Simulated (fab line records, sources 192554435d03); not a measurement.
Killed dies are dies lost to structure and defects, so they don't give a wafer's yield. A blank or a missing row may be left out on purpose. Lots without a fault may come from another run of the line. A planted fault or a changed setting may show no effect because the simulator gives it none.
fab line records | flow n5_finfet
record lots=5 wafers=15 last_day=17
route steps=1938 shown BEOL_M3@994 BEOL_M4@1021 PASSIVATION@1936
lots that met no fault: from a run of the same line without faults
start_h: hours from the record's first day to the start of the lot's first wafer shown | wait_h: hours since the lot's step before | " the same as in the row above | L1.1+2: a row that stands for several wafers | - no value, or no start given | * or withheld: withheld | < > ~ a bound
route shown NAME@n: a module of which the file shows steps, and the number in the route of the first | usual: mean/standard deviation of fault-free wafers | same: alike in all rows | chamber/n: place in a boat | sites: the reading at each site | _std_site: their standard deviation | _edge_site: outer sites' mean less inner sites' | radius_mm: how far each site lies from the wafer's centre | mask NAME#n: copy n | behind: the tool/chamber that last shaped the wafer | hold: why the lot was held/for how many hours/how that ended | device: the transistor (n, p or np) that didn't switch | end of line: the same wafers' tests at the end of the route | a step without rows: its recipe alone | killed: dies lost to structure and defects at the first sort, not the wafer's yield | map: a wafer's dies, x killed, . not, _ none there
set.NAME: the setting as run; set.NAME@STEP: as run at that earlier step | model.NAME: the simulator's own value behind a step, which no gauge read
lots at some steps of the route; a table a step, a row a wafer
services: from which hour (start_h, from the record's first day; less than 0 if before it) a tool's chamber was out of use, for how many hours, and why
## steps
# step N5_BEOL_M3_SPUTTER_48
# recipe material=Cu target_thk_a=45 temp_c=-20 chamber_pressure_pa=0.07 power_w=withheld time_s=8.29
# usual throttle_valve_pct=30.1/0.92
# columns lot.wafer tool chamber start_h wait_h throttle_valve_pct
L490.2 pvd_sputter-03 - 160.76 0.1 30.8
L490.3 " - " " 30.3
L490.6 " - " " 28.5
L502.4 pvd_sputter-03 - 240.25 0.1 30.6
L502.5 " - " " 30.5
L502.6 " - " " 30.5
L508.2 pvd_sputter-01 - 259.81 0.1 31.6
L508.3 " - " " 28.9
L508.4 " - " " 31.0
L510.1 pvd_sputter-02 - 286.88 0.3 30.4
L510.3 " - " " 29.8
L510.6 " - " " 30.1
L512.1 pvd_sputter-02 - 294.67 0.1 31.0
L512.2 " - " " 29.6
L512.5 " - " " 31.2
# step N5_BEOL_M3_ANNEAL_49
# recipe temp_c=400 time_s=240 ambient=vacuum
# step N5_BEOL_M3_SPUTTER_79
# recipe material=Cu target_thk_a=45 temp_c=-20 chamber_pressure_pa=0.07 power_w=withheld time_s=8.29
# step N5_BEOL_M3_ANNEAL_80
# recipe temp_c=400 time_s=240 ambient=vacuum
# step N5_BEOL_M3_SPUTTER_81
# recipe material=Cu target_thk_a=45 temp_c=-20 chamber_pressure_pa=0.07 power_w=withheld time_s=8.29
# step N5_BEOL_M3_ANNEAL_82
# recipe temp_c=400 time_s=240 ambient=vacuum
# step N5_BEOL_M3_SPUTTER_86
# recipe material=Cu target_thk_a=45 temp_c=-20 chamber_pressure_pa=0.07 power_w=withheld time_s=8.29
# usual throttle_valve_pct=30.2/0.94
# columns lot.wafer tool chamber start_h wait_h throttle_valve_pct
L490.2 pvd_sputter-03 - 161.42 0.1 31.0
L490.3 " - " " 30.0
L490.6 " - " " 28.5
L502.4 pvd_sputter-03 - 240.91 0.1 30.5
L502.5 " - " " 30.3
L502.6 " - " " 31.0
L508.2 pvd_sputter-01 - 260.47 0.1 31.5
L508.3 " - " " 29.1
L508.4 " - " " 31.1
L510.1 pvd_sputter-02 - 287.54 0.1 30.3
L510.3 " - " " 29.7
L510.6 " - " " 30.3
L512.1 pvd_sputter-02 - 300.00 0.1 31.1
L512.2 " - " " 29.4
L512.5 " - " " 31.2
# step N5_BEOL_M3_ANNEAL_87
# recipe temp_c=400 time_s=240 ambient=vacuum
# usual heater_power_w=837/85
# columns lot.wafer tool chamber start_h wait_h heater_power_w
L490.2 pvd_sputter-03 - 161.50 0.0 811
L490.3 " - " " 808
L490.6 " - " " 880
L502.4 pvd_sputter-03 - 240.99 0.0 963
L502.5 " - " " 805
L502.6 " - " " 790
L508.2 pvd_sputter-01 - 260.55 0.0 818
L508.3 " - " " 756
L508.4 " - " " 987
L510.1 pvd_sputter-02 - 287.62 0.0 812
L510.3 " - " " 919
L510.6 " - " " 804
L512.1 pvd_sputter-02 - 300.08 0.0 713
L512.2 " - " " 901
L512.5 " - " " 707
# step N5_BEOL_M3_SPUTTER_88
# recipe material=Cu target_thk_a=45 temp_c=-20 chamber_pressure_pa=0.07 power_w=withheld time_s=8.29
# step N5_BEOL_M3_ANNEAL_89
# recipe temp_c=400 time_s=240 ambient=vacuum
# step N5_BEOL_M3_SPUTTER_90
# recipe material=Cu target_thk_a=45 temp_c=-20 chamber_pressure_pa=0.07 power_w=withheld time_s=8.29
# step N5_BEOL_M3_ANNEAL_91
# recipe temp_c=400 time_s=240 ambient=vacuum
# step N5_BEOL_M3_SPUTTER_92
# recipe material=Cu target_thk_a=45 temp_c=-20 chamber_pressure_pa=0.07 power_w=withheld time_s=8.29
# usual throttle_valve_pct=30.1/0.94
# columns lot.wafer tool chamber start_h wait_h throttle_valve_pct
L490.2 pvd_sputter-03 - 162.08 0.1 31.3
L490.3 " - " " 30.1
L490.6 " - " " 28.8
L502.4 pvd_sputter-03 - 241.57 0.1 30.5
L502.5 " - " " 30.3
L502.6 " - " " 31.0
L508.2 pvd_sputter-01 - 261.13 0.1 31.6
L508.3 " - " " 29.0
L508.4 " - " " 31.3
L510.1 pvd_sputter-02 - 288.20 0.1 30.1
L510.3 " - " " 29.2
L510.6 " - " " 30.5
L512.1 pvd_sputter-02 - 300.66 0.1 31.1
L512.2 " - " " 29.3
L512.5 " - " " 31.3
# step N5_BEOL_M3_ANNEAL_93
# recipe temp_c=400 time_s=240 ambient=vacuum
# usual heater_power_w=837/85
# columns lot.wafer tool chamber start_h wait_h heater_power_w
L490.2 pvd_sputter-03 - 162.16 0.0 804
L490.3 " - " " 787
L490.6 " - " " 882
L502.4 pvd_sputter-03 - 241.65 0.0 957
L502.5 " - " " 785
L502.6 " - " " 804
L508.2 pvd_sputter-01 - 261.21 0.0 824
L508.3 " - " " 758
L508.4 " - " " 987
L510.1 pvd_sputter-02 - 288.28 0.0 827
L510.3 " - " " 914
L510.6 " - " " 816
L512.1 pvd_sputter-02 - 300.74 0.0 715
L512.2 " - " " 923
L512.5 " - " " 684
# step N5_BEOL_M3_SPUTTER_94
# recipe material=Cu target_thk_a=45 temp_c=-20 chamber_pressure_pa=0.07 power_w=withheld time_s=8.29
# step N5_BEOL_M3_ANNEAL_95
# recipe temp_c=400 time_s=240 ambient=vacuum
# step N5_BEOL_M3_SPUTTER_96
# recipe material=Cu target_thk_a=45 temp_c=-20 chamber_pressure_pa=0.07 power_w=withheld time_s=8.29
# step N5_BEOL_M3_ECD_50
# recipe material=Cu target_thk_a=3000
# step N5_BEOL_M3_ANNEAL_51
# recipe temp_c=225 time_s=90 ambient=N2
# step N5_BEOL_M3_CMP_52
# recipe stop_on=SiOC t_overpolish_s=6.8 down_force_psi=1 platen_rpm=50 clearing_platen_down_force_psi=1.5 clearing_platen_rpm=50 post_cmp_clean=cu_alkaline target_thk_nm=40 clearing_platen_pad_velocity_m_s=0.99484 pad_velocity_m_s=0.99484
# usual barrier_field_endpoint_s=24.5/0.53 motor_current_A=6.3/0.67 overpolish_run_s=6.800/0.0089 platen_rpm=50.00/0.036 time_to_endpoint_s=62.5/2.4
# columns lot.wafer tool chamber start_h wait_h barrier_field_endpoint_s motor_current_A overpolish_run_s platen_rpm time_to_endpoint_s
L490.2 cmp-03 3 163.11 0.3 23.7 6.4 6.797 50.05 61.1
L490.3 " 0 " " 24.4 6.3 6.787 50.03 60.3
L490.6 " 1 " " 24.4 6.8 6.794 49.98 61.2
L502.4 cmp-04 0 242.92 0.2 24.4 5.3 6.801 50.02 61.4
L502.5 " 3 " " 25.1 6.7 6.810 49.97 63.1
L502.6 " 0 " " 24.4 5.5 6.809 50.01 60.9
L508.2 cmp-02 2 262.15 0.2 24.8 5.9 6.809 50.01 65.2
L508.3 " 3 " " 24.1 5.7 6.807 50.03 62.7
L508.4 " 0 " " 24.6 5.0 6.795 49.98 62.9
L510.3 cmp-02 3 289.15 0.2 24.8 5.2 6.803 50.06 60.7
L510.1 " 2 " " 23.8 5.8 6.796 49.94 59.2
L510.6 " 3 " " 24.3 5.6 6.801 50.05 59.4
L512.1 cmp-03 1 301.67 0.3 23.8 6.9 6.811 49.99 59.4
L512.2 " 2 " " 24.1 6.5 6.809 50.04 57.9
L512.5 " 3 " " 24.4 6.3 6.804 49.92 60.6
# step N5_BEOL_M3_PRE_CLEAN_60
# recipe gas=NH3/H2 time_s=15 temp_c=* rf_power_w=300
# step N5_BEOL_M3_CO_CAP_55
# recipe material=Co target_thk_a=20 temp_c=200 precursor=CCTBA/H2 pressure_torr=30 time_s=102.1
# step N5_BEOL_M3_PRE_CLEAN_56
# recipe gas=NH3 time_s=15 temp_c=withheld rf_power_w=300
# step N5_BEOL_M3_DEP_57
# recipe material=SiCN target_thk_a=80 temp_c=withheld precursor=3MS/NH3 pressure_torr=3 rf_w=202 time_s=14
# step N5_BEOL_M3_RS_MEAS_58
# recipe thk_meas_gauge=four-point-probe reads=Co_of_BEOL_M3_CO_CAP_55+Cu_of_BEOL_M3_ECD_50+Co_of_BEOL_M3_CVD_47+TaN_of_BEOL_M3_ALD_84
# usual M3_RS=0.67/0.031
# columns lot.wafer tool chamber start_h wait_h M3_RS[ohm/sq]
L490.2 film_metro-01 - 163.59 0.1 0.65
L490.3 " - " " 0.68
L490.6 " - " " 0.63
L502.4 film_metro-01 - 243.44 0.0 0.64
L502.5 " - " " 0.64
L502.6 " - " " 0.64
L508.2 film_metro-01 - 262.75 0.1 0.68
L508.3 " - " " 0.71
L508.4 " - " " 0.67
L510.1 film_metro-01 - 289.70 0.0 0.64
L510.3 " - " " 0.67
L510.6 " - " " 0.64
L512.1 film_metro-02 - 302.15 0.0 0.69
L512.2 " - " " 0.68
L512.5 " - " " 0.67
# step N5_BEOL_M4_ILD_DEP_00
# recipe material=SiOC target_thk_a=790 temp_c=350 precursor=DEMS/O2 pressure_torr=5 rf_w=500 time_s=15.3
# step N5_BEOL_M4_THK_MEAS_01
# recipe reads=SiOC_of_BEOL_M4_ILD_DEP_00
# usual M4_ILD_THK=78.7/0.94
# columns lot.wafer tool chamber start_h wait_h M4_ILD_THK[nm]
L490.2 film_metro-01 - 163.72 0.1 77.5
L490.3 " - " " 78.1
L490.6 " - " " 79.1
L502.4 film_metro-01 - 243.57 0.0 79.3
L502.5 " - " " 79.5
L502.6 " - " " 79.6
L508.2 film_metro-02 - 262.88 0.1 77.9
L508.3 " - " " 78.0
L508.4 " - " " 79.0
L510.1 film_metro-01 - 289.83 0.0 77.0
L510.3 " - " " 77.9
L510.6 " - " " 77.7
L512.1 film_metro-02 - 302.28 0.0 78.3
L512.2 " - " " 79.1
L512.5 " - " " 79.1
# step N5_BEOL_M4_PECVD_72
# recipe material=SiO2 target_thk_a=160 temp_c=400 precursor=TEOS/O2 pressure_torr=5.5 rf_w=450 teos_flow_sccm=53.8 gas=O2 flow_sccm=3000 time_s=18
# step N5_BEOL_M4_HM_DEP_02
# recipe material=TiN target_thk_a=200 temp_c=25 chamber_pressure_pa=0.49996
# step N5_BEOL_M4_COAT_61
# recipe resist=SOC temp_c=250 time_s=60 spin_rpm=1500 resist_thk_nm=60
# step N5_BEOL_M4_COAT_62
# recipe resist=SiARC temp_c=220 time_s=60 spin_rpm=1500 resist_thk_nm=12
# step N5_BEOL_M4_COAT_73
# recipe resist=underlayer temp_c=205 time_s=60 spin_rpm=1500 resist_thk_nm=5
# step N5_BEOL_M4_COAT_05
# recipe resist=CAR-EUV spin_rpm=1500 resist_thk_nm=30
# step N5_BEOL_M4_EBR_07
# recipe solvent=PGMEA ebr_width_mm=1.5
# step N5_BEOL_M4_SOFTBAKE_06
# recipe temp_c=110 time_s=60 resist=CAR-EUV
# step N5_BEOL_M4_EXPOSE_08
# recipe mask_id=M4 na=0.33 source_shape=dipole sigma_inner=0.369 sigma_outer=0.767 polarization=unpolarized dose_mj=41.25
# step N5_BEOL_M4_PEB_09
# recipe peb_temp_c=100 peb_time_s=60 resist=CAR-EUV
# step N5_BEOL_M4_DEVELOP_10
# recipe develop_time_s=30 developer=TMAH resist=CAR-EUV rinse_liquid=surfactant_rinse dry=air_spin dev_temp_c=23
# step N5_BEOL_M4_CD_MEAS_11
# recipe target_cd_nm=16.79 landing_energy_ev=500 detector=se_inlens polarity=opening
# usual cd_nm=16.81/0.21
# columns lot.wafer tool chamber start_h wait_h cd_nm
L490.2 cd_sem-03 0 166.28 - 16.87
L490.3 " 0 " " 16.32
L490.6 " 0 " " 17.02
L502.4 cd_sem-01 0 245.04 - 16.86
L502.5 " 0 " " 17.10
L502.6 " 0 " " 16.73
L508.2 cd_sem-01 0 264.99 - 16.41
L508.3 " 0 " " 16.44
L508.4 " 0 " " 17.01
L510.1 cd_sem-02 0 292.78 - 16.73
L510.3 " 0 " " 16.75
L510.6 " 0 " " 16.64
L512.1 cd_sem-02 0 303.02 - 16.89
L512.2 " 0 " " 16.62
L512.5 " 0 " " 16.56
# step N5_BEOL_M4_OVL_MEAS_12
# recipe points_per_wafer=522
# usual M4_OVL=0.4/0.59
# columns lot.wafer tool chamber start_h wait_h M4_OVL[nm]
L490.2 overlay-02 0 166.32 0.0 0.9
L490.3 " 0 " " 0.5
L490.6 " 0 " " 0.7
L502.4 overlay-01 0 245.08 0.0 0.4
L502.5 " 0 " " 0.5
L502.6 " 0 " " 0.7
L508.2 overlay-02 0 265.03 0.0 0.9
L508.3 " 0 " " 1.4
L508.4 " 0 " " 0.6
L510.1 overlay-01 0 292.81 0.0 -0.3
L510.3 " 0 " " -0.6
L510.6 " 0 " " 0.3
L512.1 overlay-01 0 303.05 0.0 0.3
L512.2 " 0 " " 0.8
L512.5 " 0 " " 1.0
# step N5_PASSIVATION_PROBE_49
# usual defect_limited_yield=91.3/1.4 killed_at_M0_to_M3=34/10 killed_at_M4_up=13/4.8 killed_at_contacts=12/6.1 killed_at_front_end=40/11 killed_at_other=3.7/2.8 killed_dies=103/16 killed_on_rim=13/3.6 killed_open=67/12 killed_short=34/7.4 sort_bin_5_function=5.1/0.95 sort_bin_6_memory=3.2/0.62 sort_n_pass=1077/16 sort_yield_pct=91.3/1.4
# same gross_dies=1180 killed_at_back_side=0 sort_bin_4_leakage[%]=0 sort_bin_8_speed[%]=0
# columns lot.wafer tool chamber start_h wait_h defect_limited_yield[%] killed_at_M0_to_M3 killed_at_M4_up killed_at_contacts killed_at_front_end killed_at_other killed_dies killed_on_rim killed_open killed_short sort_bin_5_function[%] sort_bin_6_memory[%] sort_n_pass sort_yield_pct[%]
L502.6 prober-01 - 362.33 0.3 82.2 120 17 7 63 3 210 39 88 31 9.7 5.3 970 82.2
# killed by level:class
L502.6 BEOL_M3:unspecified=91 FIN_SAQP:geometric_particle:open=17 STI_FIN_REVEAL:geometric_particle:open=16 GATE_CUT:geometric_particle:short=9 ILD0:geometric_particle:open=7 BEOL_M0_SAQP:geometric_particle:open=7 BEOL_M0_SAQP:geometric_particle:short=6 MOL_CONTACT_COAG:geometric_particle:open=6
# map L502.6 (x killed, . not)
_________________............________________
______________........x......xx._____________
___________.x.........x........xx..__________
__________..........x..............._________
________..x.......................x..._______
_______..............x..............x..______
______.......................x.......x.._____
_____......x.............xx..x......x...x____
____xx...................x............x...___
___.x....................x...x...x.........__
___....x.....x...x..............x...x......__
__......x..................................._
__..x............................x.........._
_.................x..............x.x..x.....x
_................x.x.x..x....................
_...x........x......x.....x....x............x
_............x......................x.x......
_...x.......x.......x.......x................
_.......................x.....x.........x..x.
_.......x...............x....x...............
_x....x....x...x....x.......x.....xx.........
__....x.......x..x...x.xx...........x......._
__...x......xx.........................x...._
___.x.....x.......x..x.......x........x....__
___............x........x...x...x...x..x...__
____..........x...x....x.x....x..x..x..x..___
_____......x..........x....xxxxx.....x...____
______..........x....xx..xxxxxxx..xx...._____
_______..x.......xx...xxxxxxxxxxxxx.xx.______
________.......x..xx..x.xxxxxxxxxxxxxx_______
__________...x.......x.xxxxxxxxxxxxx_________
___________..xx.......xxxxxxxxxxxxx__________
______________...x...xx.xxxxxxxx_____________
_________________..x.xxxxxxxx________________
# map L490.3 (x killed, . not)
_________________......x....x________________
______________..........x.x....._____________
___________.............x..........__________
__________..x.....x................._________
________..x.......................xx.._______
_______...x..........x.....x...........______
______.................x...x....x......._____
_____................x..x..........x..x..____
____......................................___
___.............x....x.........x...........__
___.......x.x...x.....x..............x.xx..__
__x.....x.......................xx...x..xx.._
__..................xx...x..........x......._
_..x....x....x..........x...x....x........x..
_.x...x............x.........................
_..........x...........xx....................
_.............................xx..x.........x
_...x..x...........x....x.......x...........x
_....x.x....x.............x.......x........x.
_.........x.x...............x......xx........
_x..x......................xx..........x.....
__....x....................................._
__.......x.............x.......x............_
___........................................__
___.....x.............x.....x.......x......__
____......x....x.......x...x..............___
_____..................x...x..x.x.....x..____
______................x..x...x.....x..x._____
_______..xx....x..................x.x..______
________...x.......x.....x.x.........._______
__________...x............x.x..x...._________
___________......x..x...x..........__________
______________............xx.xx._____________
_________________.......x...x________________
## services
# columns tool chamber start_h hours kind
cmp-03 - 148.96 0.9 repair
pvd_sputter-02 - 153.37 1.0 repair
cmp-04 - 159.52 1.4 repair
pvd_sputter-03 - 169.70 3.3 repair
cmp-04 - 171.25 1.6 repair
cmp-04 - 189.08 0.5 repair
cmp-03 - 193.33 4.0 pm
cmp-03 - 197.33 - consumable_replace:conditioner
cmp-03 - 197.33 - consumable_replace:pad
cmp-03 - 197.70 1.8 repair
cmp-03 - 200.88 9.4 pm
cmp-04 - 200.94 6.7 repair
cmp-03 - 214.96 4.3 pm
cmp-03 - 223.26 2.5 repair
cmp-02 - 230.48 1.0 repair
cmp-02 - 264.59 5.4 pm
cmp-03 - 281.72 1.9 repair
cmp-03 - 285.20 0.5 repair
cmp-04 - 295.51 4.1 repair
cmp-02 - 296.11 2.5 repair
pvd_sputter-01 - 300.26 1.2 repair
## key
first_sign step=N5_PASSIVATION_PROBE_49 reading=killed_at_M0_to_M3 direction=up sigmas=8.6 usual=34 struck=120
effect step=N5_PASSIVATION_PROBE_49 reading=killed_dies direction=up sigmas=6.7 usual=103 struck=210
more_kills_born_at N5_BEOL_M3_SPUTTER_92@pvd_sputter-03=91
met_at N5_BEOL_M3_SPUTTER_92
struck_wafers L502.6
onset_between 162.08 241.57
fault kind=chamber_particle_source tool=pvd_sputter-03 chamber=- onset_h=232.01 steps=N5_BEOL_M3_SPUTTER_92 rate_per_visit_cm2=1.5334 end_h=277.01 scope=struck_wafers_only
